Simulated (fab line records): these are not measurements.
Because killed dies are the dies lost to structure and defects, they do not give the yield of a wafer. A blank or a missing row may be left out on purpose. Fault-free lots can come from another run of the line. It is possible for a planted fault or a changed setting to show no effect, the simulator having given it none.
fab line records ; flow nandHarc
record lots=6; wafers=18; lastDay=24
route steps=1159 shown A_CHANNEL_HOLE_D1@487 A_CHANNEL_FILL_D1@490 A_STAIRCASE@519 END@1159
lots untouched by any fault: they come from a run of this same line in which no faults occurred
startH: the number of hours between the record's first day and the start of the first shown wafer of the lot ; waitH: hours since the lot's step before ; " same as the row above ; L1.1+2: a single row standing in for several wafers ; - either no value or no given start ; * or withheld: withheld ; < > ~ a bound
route shown NAME@n: NAME is a module with steps in the file, n the number in the route of the first one ; usual: mean and standard deviation over wafers with no fault ; same: alike in all rows ; chamber/n: place in a boat ; sites: readings site by site ; _std_site: standard deviation of those values ; _edge_site: outer sites' mean less inner sites' ; radiusMm: how far each site lies from the wafer's centre ; mask NAME#n: copy n ; behind: the tool/chamber that last shaped the wafer ; hold: what put the lot on hold/how long, in hours/how the hold closed ; device: whichever transistor did not switch (one of n, p or np) ; end of line: tests run on the same wafers once the route is complete ; step lacking rows: just its recipe ; killed: dies that structure and defects cost at the first sort, which is not the same as the wafer's yield ; map: a wafer's dies, x killed, . not, _ none there
set.NAME: the run value of the setting; set.NAME@STEP: its run value at that earlier step ; model.NAME: the simulator's own value behind a step, which no gauge read
certain route steps with their lots: each step a table, each wafer a row
services: from which hour (startH, from the record's first day; less than 0 if before it) a tool's chamber was out of use, for how many hours, and why
## steps
# step NHARC_A_CHANNEL_HOLE_D1_CD_MEAS_30
# usual cdNm=90.9/1.5
lot.wafer;tool;chamber;startH;waitH;cdNm
L846.1;cdSem-03;-;193.09;-;91.2
L846.4;cdSem-03;-;193.09;-;91.4
L846.6;cdSem-03;-;193.09;-;90.7
L848.1;cdSem-03;-;193.26;-;93.0
L848.2;cdSem-03;-;193.26;-;92.8
L848.5;cdSem-03;-;193.26;-;92.1
L849.1;cdSem-01;-;210.65;-;90.7
L849.3;cdSem-01;-;210.65;-;90.5
L849.6;cdSem-01;-;210.65;-;88.9
L861.1;cdSem-01;-;285.59;-;90.4
L861.3;cdSem-01;-;285.59;-;90.6
L861.4;cdSem-01;-;285.59;-;91.4
L864.2;cdSem-02;-;302.04;-;95.0
L864.3;cdSem-02;-;302.04;-;92.3
L864.4;cdSem-02;-;302.04;-;92.1
L865.3;cdSem-02;-;302.63;-;89.2
L865.5;cdSem-02;-;302.63;-;88.8
L865.6;cdSem-02;-;302.63;-;91.6
# step NHARC_A_CHANNEL_HOLE_D1_XSEM_31
# recipe landingEnergyEv=35000
# step NHARC_A_CHANNEL_HOLE_D1_INSPECT_40
# usual rawDefectCount=63/17
lot.wafer;tool;chamber;startH;waitH;rawDefectCount
L846.1;defectInspect-01;-;193.28;-;51
L846.4;defectInspect-01;-;193.28;-;62
L846.6;defectInspect-01;-;193.28;-;41
L848.1;defectInspect-01;-;193.44;-;34
L848.2;defectInspect-01;-;193.44;-;46
L848.5;defectInspect-01;-;193.44;-;44
L849.1;defectInspect-01;-;210.84;-;66
L849.3;defectInspect-01;-;210.84;-;54
L849.6;defectInspect-01;-;210.84;-;47
L861.1;defectInspect-02;-;285.78;-;84
L861.3;defectInspect-02;-;285.78;-;74
L861.4;defectInspect-02;-;285.78;-;66
L864.2;defectInspect-01;-;302.22;-;88
L864.3;defectInspect-01;-;302.22;-;84
L864.4;defectInspect-01;-;302.22;-;65
L865.3;defectInspect-01;-;302.81;-;79
L865.5;defectInspect-01;-;302.81;-;64
L865.6;defectInspect-01;-;302.81;-;88
# step NHARC_A_CHANNEL_FILL_D1_PRECLEAN_00
# recipe timeS=*; tempC=50; bathAgeMin=0; chemistry=SC1
# step NHARC_A_CHANNEL_FILL_D1_SRD_01
# step NHARC_A_CHANNEL_FILL_D1_ALD_02
# recipe targetThkA=60; pulseTimeS=10; aldCycles=60; tempC=300; material=SiO2
# step NHARC_A_CHANNEL_FILL_D1_ALD_03
# recipe targetThkA=60; pulseTimeS=60; aldCycles=58; tempC=630; pressureTorr=2; material=SiNx
# usual precursorPulseHeightRel=1.000/0.02
# same pulseTimeS=60
lot.wafer;tool;chamber;startH;waitH;precursorPulseHeightRel
L846.1;aldSinBatch-01;0;-;-;1.004
L846.4;aldSinBatch-01;0;-;-;1.017
L846.6;aldSinBatch-01;0;-;-;1.012
L848.1;aldSinBatch-01;0;-;-;1.008
L848.2;aldSinBatch-01;0;-;-;1.005
L848.5;aldSinBatch-01;0;-;-;0.997
L849.1;aldSinBatch-03;0;-;-;1.021
L849.3;aldSinBatch-03;0;-;-;1.022
L849.6;aldSinBatch-03;0;-;-;0.981
L861.1;aldSinBatch-01;0;-;-;1.032
L861.3;aldSinBatch-01;0;-;-;0.976
L861.4;aldSinBatch-01;0;-;-;0.992
L864.2;aldSinBatch-02;0;-;-;1.009
L864.3;aldSinBatch-02;0;-;-;0.978
L864.4;aldSinBatch-02;0;-;-;0.982
L865.3;aldSinBatch-02;0;-;-;1.018
L865.5;aldSinBatch-02;0;-;-;1.000
L865.6;aldSinBatch-02;0;-;-;0.995
# step NHARC_A_CHANNEL_FILL_D1_ALD_14
# recipe targetThkA=25; pulseTimeS=10; aldCycles=25; tempC=300; material=SiO2
# step NHARC_A_CHANNEL_FILL_D1_ALD_15
# recipe targetThkA=20; pulseTimeS=60; aldCycles=19; tempC=630; pressureTorr=2; material=SiNx
# usual precursorPulseHeightRel=0.999/0.02
# same pulseTimeS=60
lot.wafer;tool;chamber;startH;waitH;precursorPulseHeightRel
L846.1;aldSinBatch-01;0;-;-;1.027
L846.4;aldSinBatch-01;0;-;-;1.004
L846.6;aldSinBatch-01;0;-;-;0.982
L848.1;aldSinBatch-01;0;-;-;0.972
L848.2;aldSinBatch-01;0;-;-;0.990
L848.5;aldSinBatch-01;0;-;-;0.974
L849.1;aldSinBatch-01;0;-;-;1.007
L849.3;aldSinBatch-01;0;-;-;0.996
L849.6;aldSinBatch-01;0;-;-;1.012
L861.1;aldSinBatch-01;0;-;-;1.047
L861.3;aldSinBatch-01;0;-;-;1.020
L861.4;aldSinBatch-01;0;-;-;0.990
L864.2;aldSinBatch-02;0;-;-;1.008
L864.3;aldSinBatch-02;0;-;-;0.975
L864.4;aldSinBatch-02;0;-;-;1.004
L865.3;aldSinBatch-02;0;-;-;0.995
L865.5;aldSinBatch-02;0;-;-;1.019
L865.6;aldSinBatch-02;0;-;-;0.999
# step NHARC_A_CHANNEL_FILL_D1_ALD_16
# recipe targetThkA=15; pulseTimeS=10; aldCycles=15; tempC=300; material=SiO2
# step NHARC_A_CHANNEL_FILL_D1_ANNEAL_17
# recipe tempC=850; timeS=1800
# step NHARC_A_CHANNEL_FILL_D1_CVD_18
# recipe targetThkA=30; tempC=550; material=poly-Si
# step NHARC_A_CHANNEL_FILL_D1_ETCHBACK_19
# recipe targetDepthA=50; timeS=1.7; hbrFlowSccm=150; cl2FlowSccm=50; rfW=400; icpW=400; biasW=100; chemistry=HBr/Cl2
# usual drypumpMotorCurrentA=5.7/0.38; oesProductAu=0.995/0.017; rfFwdPowerW=390.4/1.4; throttleValvePct=26.405/0.0093
lot.wafer;tool;chamber;startH;waitH;drypumpMotorCurrentA;oesProductAu;rfFwdPowerW;rfHoursCounterH;throttleValvePct
L848.2;rieSi-04;3;219.09;0.4;5.6;0.992;390.3;1.1;26.404
L848.1;rieSi-04;0;219.09;0.4;6.0;0.999;389.5;1.0;26.407
L848.5;rieSi-04;0;219.09;0.4;6.0;1.008;390.2;-;26.393
L846.1;rieSi-06;0;219.12;0.4;5.4;1.009;392.5;0.3;26.400
L846.4;rieSi-06;2;219.12;0.4;6.1;1.010;391.2;0.1;26.414
L846.6;rieSi-06;0;219.12;0.4;5.4;0.996;390.6;-;26.415
L849.3;rieSi-04;1;235.04;0.4;6.1;1.002;388.7;1.2;26.414
L849.1;rieSi-04;3;235.04;0.4;5.6;1.000;390.2;1.3;26.403
L849.6;rieSi-04;0;235.04;0.4;6.0;1.009;388.8;-;26.406
L861.3;rieSi-06;3;308.85;0.4;6.4;1.023;391.1;1.0;26.409
L861.1;rieSi-06;0;308.85;0.4;5.4;0.986;391.7;1.0;26.419
L861.4;rieSi-06;1;308.85;0.4;5.2;1.003;391.4;1.1;26.417
L864.3;rieSi-06;0;327.60;0.4;5.4;0.988;391.5;1.3;26.396
L864.4;rieSi-06;1;327.60;0.4;5.2;1.003;392.3;1.2;26.411
L864.2;rieSi-06;2;327.60;0.4;6.1;0.995;389.0;1.2;26.409
L865.3;rieSi-03;0;327.61;0.4;5.3;1.013;389.4;1.4;26.411
L865.5;rieSi-03;3;327.61;0.4;5.8;0.971;391.8;-;26.402
L865.6;rieSi-03;0;327.61;0.4;5.3;1.009;389.2;-;26.394
# step NHARC_A_CHANNEL_FILL_D1_ETCHBACK_20
# recipe targetDepthA=270; timeS=13.5; c4f8FlowSccm=withheld; o2FlowSccm=8; arFlowSccm=withheld; rfW=600; biasW=1500; chemistry=C4F8/O2/Ar
# usual oesProductAu=0.98/0.035; rfFwdPowerW=587.1/2.2; rfVppV=981/5.1
lot.wafer;tool;chamber;startH;waitH;oesProductAu;rfFwdPowerW;rfHoursCounterH;rfVppV
L848.2;rieDiel-06;2;219.22;-;0.93;587.3;5.1;989
L848.1;rieDiel-06;0;219.22;-;0.92;588.7;4.1;980
L848.5;rieDiel-06;2;219.22;-;0.92;589.9;-;989
L846.4;rieDiel-06;3;219.27;-;0.92;586.0;5.0;980
L846.1;rieDiel-06;2;219.27;-;0.91;585.6;5.1;987
L846.6;rieDiel-06;0;219.27;-;0.92;585.2;-;979
L849.3;rieDiel-12;0;235.16;-;0.99;587.6;0.8;979
L849.1;rieDiel-12;2;235.16;-;0.98;587.8;0.7;971
L849.6;rieDiel-12;0;235.16;-;0.99;588.5;-;979
L861.1;rieDiel-06;0;308.98;-;0.99;586.9;1.7;978
L861.4;rieDiel-06;2;308.98;-;1.00;582.5;1.5;988
L861.3;rieDiel-06;3;308.98;-;1.01;585.9;1.6;980
L864.4;rieDiel-06;1;327.73;-;0.98;590.5;2.1;983
L864.3;rieDiel-06;2;327.73;-;0.99;583.9;1.8;987
L864.2;rieDiel-06;0;327.73;-;0.98;587.0;2.0;980
L865.3;rieDiel-12;2;327.73;-;1.00;588.1;2.8;972
L865.5;rieDiel-12;1;327.73;-;1.01;587.5;-;987
L865.6;rieDiel-12;2;327.73;-;1.01;586.2;-;973
# step NHARC_A_CHANNEL_FILL_D1_STRIP_28
# recipe timeS=20; o2FlowSccm=500; arFlowSccm=0; biasW=0; chemistry=O2
# usual drypumpMotorCurrentA=5.6/0.39; oesProductAu=1.000/0.014; rfVppV=57.9/0.95; showerheadPlenumPTorr=3.61/0.13; throttleValvePct=17.036/0.0091
lot.wafer;tool;chamber;startH;waitH;drypumpMotorCurrentA;oesProductAu;rfHoursCounterH;rfVppV;showerheadPlenumPTorr;throttleValvePct
L848.2;rieDiel-06;0;219.33;0.1;5.0;0.994;4.1;57.0;3.57;17.037
L848.1;rieDiel-06;1;219.33;0.1;5.4;0.995;4.7;57.9;3.62;17.042
L848.5;rieDiel-06;3;219.33;0.1;6.0;1.008;-;58.2;3.58;17.049
L846.4;rieDiel-06;2;219.36;0.1;5.4;0.995;5.1;58.9;3.78;17.037
L846.1;rieDiel-06;1;219.36;0.1;5.3;0.992;4.7;56.5;3.62;17.027
L846.6;rieDiel-06;3;219.36;0.1;5.9;1.003;-;57.5;3.58;17.028
L849.3;rieDiel-12;1;235.24;0.1;6.0;1.020;0.7;59.2;3.78;17.052
L849.1;rieDiel-12;2;235.24;0.1;5.6;1.000;0.7;56.9;3.37;17.046
L849.6;rieDiel-12;1;235.24;0.1;6.0;1.020;-;56.7;3.78;17.023
L861.3;rieDiel-06;2;309.11;0.1;5.4;1.007;1.5;58.1;3.78;17.022
L861.1;rieDiel-06;3;309.11;0.1;6.0;1.002;1.7;58.3;3.58;17.046
L861.4;rieDiel-06;0;309.11;0.1;5.0;0.992;1.7;58.2;3.57;17.043
L865.3;rieDiel-12;0;327.82;0.1;5.0;1.005;3.2;57.8;3.56;17.038
L865.5;rieDiel-12;0;327.82;0.1;5.0;1.004;-;56.6;3.56;17.033
L865.6;rieDiel-12;1;327.82;0.1;6.0;1.024;-;56.5;3.78;17.030
L864.4;rieDiel-06;0;327.82;0.1;5.0;0.992;2.0;56.6;3.57;17.033
L864.2;rieDiel-06;1;327.82;0.1;5.3;0.982;2.2;58.9;3.62;17.042
L864.3;rieDiel-06;2;327.82;0.1;5.4;0.992;1.8;56.3;3.78;17.018
# step NHARC_A_CHANNEL_FILL_D1_PRECLEAN_21
# recipe timeS=30; chemistry=dHF
# step NHARC_A_CHANNEL_FILL_D1_SRD_23
# step NHARC_A_CHANNEL_FILL_D1_CVD_05
# recipe targetThkA=50; tempC=550; material=poly-Si
# step NHARC_A_CHANNEL_FILL_D1_ANNEAL_22
# recipe tempC=620; timeS=7200
# step NHARC_A_CHANNEL_FILL_D1_ALD_25
# recipe targetThkA=600; pulseTimeS=10; aldCycles=600; tempC=300; material=SiOx
# step NHARC_A_CHANNEL_FILL_D1_ETCHBACK_08
# recipe targetDepthA=2200; timeS=110; c4f8FlowSccm=20; arFlowSccm=withheld; rfW=600; biasW=300; chemistry=C4F8
# usual oesProductAu=0.96/0.038; rfFwdPowerW=596.6/1.9; rfVppV=442.4/2.5
lot.wafer;tool;chamber;startH;waitH;oesProductAu;rfFwdPowerW;rfHoursCounterH;rfVppV
L848.2;rieDiel-12;0;-;-;0.91;597.2;1;441.6
L848.1;rieDiel-12;2;-;-;0.92;596.8;1;438.3
L848.5;rieDiel-12;3;-;-;0.94;594.6;-;443.0
L846.4;rieDiel-12;3;-;-;0.98;597.5;1;442.3
L846.1;rieDiel-12;0;-;-;0.96;591.9;1;442.2
L846.6;rieDiel-12;0;-;-;0.96;594.5;-;440.5
L849.1;rieDiel-06;0;-;-;1.00;595.0;0;442.7
L849.3;rieDiel-06;1;-;-;0.99;594.6;0;443.2
L849.6;rieDiel-06;3;-;-;1.00;596.2;-;442.9
L861.3;rieDiel-06;2;-;-;0.92;596.5;2;446.2
L861.4;rieDiel-06;3;-;-;0.92;596.3;2;442.3
L861.1;rieDiel-06;1;-;-;0.92;599.3;2;442.8
L865.3;rieDiel-06;3;-;-;1.00;591.2;3;440.4
L865.6;rieDiel-06;2;-;-;1.01;592.9;-;443.6
L865.5;rieDiel-06;3;-;-;1.01;595.9;-;441.4
L864.3;rieDiel-12;0;-;-;1.01;597.4;4;439.8
L864.2;rieDiel-12;1;-;-;1.04;600.4;4;445.7
L864.4;rieDiel-12;3;-;-;1.04;598.2;-;442.4
# step NHARC_A_CHANNEL_FILL_D1_STRIP_29
# recipe timeS=20; o2FlowSccm=500; arFlowSccm=0; biasW=0; chemistry=O2
# step NHARC_A_CHANNEL_FILL_D1_PRECLEAN_30
# recipe timeS=30; chemistry=dHF
# step NHARC_A_CHANNEL_FILL_D1_SRD_31
# step NHARC_A_CHANNEL_FILL_D1_CVD_09
# recipe targetThkA=1500; tempC=620; pressureMtorr=200; timeS=3000; material=poly-Si
# step NHARC_A_CHANNEL_FILL_D1_CMP_10
# recipe targetThkNm=150
# step NHARC_A_CHANNEL_FILL_D1_SRD_12
# step NHARC_A_CHANNEL_FILL_D1_RTA_24
# recipe tempC=1000; timeS=5
# step NHARC_A_STAIRCASE_DEP_156
# recipe targetThkA=500; tempC=400; targetThkNm=50; flowSccm=200; rfW=450; material=SiNx
# step NHARC_A_STAIRCASE_DEHYDRATE_158
# recipe tempC=150; timeS=120
# step NHARC_A_STAIRCASE_HMDS_159
# recipe timeS=30
# step NHARC_A_STAIRCASE_COAT_160
# recipe spinRpm=1200
# step NHARC_A_STAIRCASE_SOFTBAKE_161
# recipe tempC=135; timeS=170
# step NHARC_A_STAIRCASE_EBR_162
# step NHARC_A_STAIRCASE_EXPOSE_163
# recipe na=0.5; doseMj=20.01; maskId=STAIR_OPEN
# step NHARC_A_STAIRCASE_PEB_164
# recipe pebTempC=115; pebTimeS=130
# step NHARC_A_STAIRCASE_DEVELOP_165
# recipe timeS=140
# step NHARC_END_SORT_01
# recipe tempC=25
# usual killedAtArray=30/10; killedAtOther=0.5/0.82; killedAtPeriphery=2.9/2; killedDies=34/11; killedOpen=3.2/1.8; killedShort=2.0/1.4
# same grossDies=677
lot.wafer;tool;chamber;startH;waitH;killedAtArray;killedAtOther;killedAtPeriphery;killedDies;killedOpen;killedShort
L861.1;prober-02;0;559.70;2.5;132;0;1;133;4;2
L861.3;prober-02;0;561.31;3.1;70;2;1;73;2;4
L861.4;prober-02;0;562.12;3.4;100;1;2;103;2;2
L864.2;prober-01;0;567.16;2.8;158;0;7;165;2;1
L864.3;prober-01;0;567.95;3.1;140;0;2;142;1;2
L864.4;prober-01;0;568.74;3.4;95;0;4;99;1;4
# killed by level:class
L861.1 A_CHANNEL_FILL_D1:unspecified=101 A_CHANNEL_HOLE_D1:chamberFilmFlake=12 A_BLC:chamberFilmFlake=5 A_STAIRCASE:chamberFilmFlake=3 A_SGD_CUT:chamberFilmFlake=2 A_CHANNEL_HOLE_D1:geometricParticle:short=1 A_CHANNEL_HOLE_D1:geometricParticle:open=1 A_CHANNEL_FILL_D1:geometricParticle:open=1
L861.3 A_CHANNEL_FILL_D1:unspecified=41 A_CHANNEL_HOLE_D1:chamberFilmFlake=13 A_BLC:chamberFilmFlake=5 A_STAIRCASE:chamberFilmFlake=3 A_SGD_CUT:chamberFilmFlake=3 A_CHANNEL_FILL_D1:geometricParticle:short=2 P_STI:geometricParticle:open=1 A_CHANNEL_FILL_D1:geometricParticle:open=1
L861.4 A_CHANNEL_FILL_D1:unspecified=70 A_CHANNEL_HOLE_D1:chamberFilmFlake=18 A_SGD_CUT:chamberFilmFlake=3 A_CONTACT:chamberFilmFlake=3 A_BLC:chamberFilmFlake=2 A_CHANNEL_FILL_D1:geometricParticle:open=1 A_CONTACT:geometricParticle:open=1 A_BLC:geometricParticle:short=1
L864.2 A_CHANNEL_FILL_D1:unspecified=98 A_SLIT:chamberFilmFlake=29 A_CHANNEL_HOLE_D1:chamberFilmFlake=23 P_M2:chamberFilmFlake=4 A_CONTACT:chamberFilmFlake=3 A_ZERO_WELL:chamberFilmFlake=2 P_M0:geometricParticle:open=1 A_SOURCE_PLATE:geometricParticle:short=1
L864.3 A_CHANNEL_FILL_D1:unspecified=103 A_SLIT:chamberFilmFlake=17 A_CHANNEL_HOLE_D1:chamberFilmFlake=11 A_STAIRCASE:chamberFilmFlake=3 A_CONTACT:chamberFilmFlake=3 P_CONTACT:geometricParticle:short=1 A_CHANNEL_FILL_D1:geometricParticle:short=1 A_M1:geometricParticle:open=1
L864.4 A_CHANNEL_FILL_D1:unspecified=69 A_CHANNEL_HOLE_D1:chamberFilmFlake=15 A_CONTACT:chamberFilmFlake=6 A_SLIT:chamberFilmFlake=4 P_CONTACT:geometricParticle:short=1 P_M0:geometricParticle:open=1 P_M0:geometricParticle:short=1 P_M1:geometricParticle:short=1
# map L861.1 (x killed, . not)
____________.____________
_________......._________
_______..........._______
______....x..x.....______
_____...xxxxx......._____
____.......xxxx......____
____.....xxxxxxx.....____
___......xxxxxxxx.....___
___....xxxxxxxxxxx....___
__.......xxxxxxxx......__
__......xxxxxxxxx....x.__
_........xxxxxxxx.....x._
_.......xxxxxxxxx....xxx_
_.......xxxxxxxx.....x.._
_..x...x.xxxxxxx.x...x.x_
_.......xxxxxx.x....x.xx_
.........x.x.xxx.........
.x.......x.x.......x..x..
.........x.......x.......
x........................
....x....................
_.............x........._
_.x.........x..x........_
_...............x....x.._
_...x..................._
_......................._
__..............x......__
__.....................__
___...................___
___...................___
____.................____
____........x........____
_____..............._____
______.............______
_______.........xx_______
_________......x_________
____________.____________
# map L864.2 (x killed, . not)
____________.____________
_________......._________
_______..........._______
______.............______
_____..............._____
____.................____
____.................____
___...................___
___.................x.___
__.....................__
__....................x__
_......xx..x..x.....xxx._
_.....x............xx.xx_
_...................xxxx_
_................x...xx._
_.x............x..x.xxxx_
....x....................
....x...x...........xxxx.
x.x......x.......x.xx....
...xx.x.........xxxx.x...
..xxxx..x........xxx.....
_..xxxx......x..xxxxxx.._
_x.xxx.x.x.....xxxxxxxx._
_..xx.x.......xxxxxxxxx._
_....xx.......xxxxxxxxx._
_....x.......xxxxxxxxxx._
__.xxx........xxxxxxxxx__
__..xx.........xxxxxxxx__
___............xxxxxxx___
___..........x..xxxxx.___
____...........xxxxxx____
____..........xx.xxxx____
_____.............xx_____
______.............______
_______..........._______
_________......._________
____________.____________
## services
tool;chamber;startH;hours;kind
rieSi-03;3;179.05;7.5;repair
rieSi-06;-;183.00;9.0;pm
rieDiel-06;0;195.70;-;clean
rieDiel-06;1;195.70;-;clean
rieDiel-06;2;195.70;-;clean
rieDiel-06;3;195.70;-;clean
rieSi-04;2;196.49;5.2;repair
rieDiel-06;0;200.43;12.3;repair
rieDiel-12;1;201.70;4.7;repair
rieDiel-12;-;202.40;9.0;pm
rieDiel-06;0;220.20;-;clean
rieDiel-06;1;220.20;-;clean
rieDiel-06;2;220.20;-;clean
rieDiel-06;3;220.20;-;clean
rieDiel-06;-;241.20;9.0;pm
rieDiel-06;2;251.69;4.9;repair
rieSi-03;3;274.99;31.4;repair
rieSi-04;-;276.00;9.0;pm
rieDiel-06;-;303.65;2.1;repair
aldSinBatch-03;-;314.00;26.0;pm
rieDiel-12;1;317.76;4.1;repair
rieDiel-06;3;327.83;2.6;repair
rieSi-03;-;332.00;9.0;pm
rieDiel-12;2;344.64;4.8;repair
## key
firstSign step=NHARC_END_SORT_01; reading=killedAtArray; direction=up; sigmas=8.3; usual=30; struck=116
effect step=NHARC_END_SORT_01; reading=killedDies; direction=up; sigmas=8; usual=34; struck=119
moreKillsBornAt NHARC_A_CHANNEL_FILL_D1_ETCHBACK_19@rieSi-06=482
metAt NHARC_A_CHANNEL_FILL_D1_ETCHBACK_19
struckWafers L861.1,L861.3,L861.4,L864.2,L864.3,L864.4
testerLeftOut L861,L864
onsetBetween 219.12 308.85
alsoFits NHARC_A_CHANNEL_FILL_D1_ETCHBACK_20:rieDiel-06,NHARC_A_CHANNEL_FILL_D1_STRIP_28:rieDiel-06
fault kind=chamberParticleSource; tool=rieSi-06; chamber=-; onsetH=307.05; steps=NHARC_A_CHANNEL_FILL_D1_ETCHBACK_19; ratePerVisitCm2=1.5621; endH=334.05
# testerLeftOut: of these lots the tester's yield and bins aren't shown, on N5 and GAA mostly nor the transistor test; their killed dies are dies lost to structure and defects alone, not to doping, threshold or leakage, so they don't give the yield
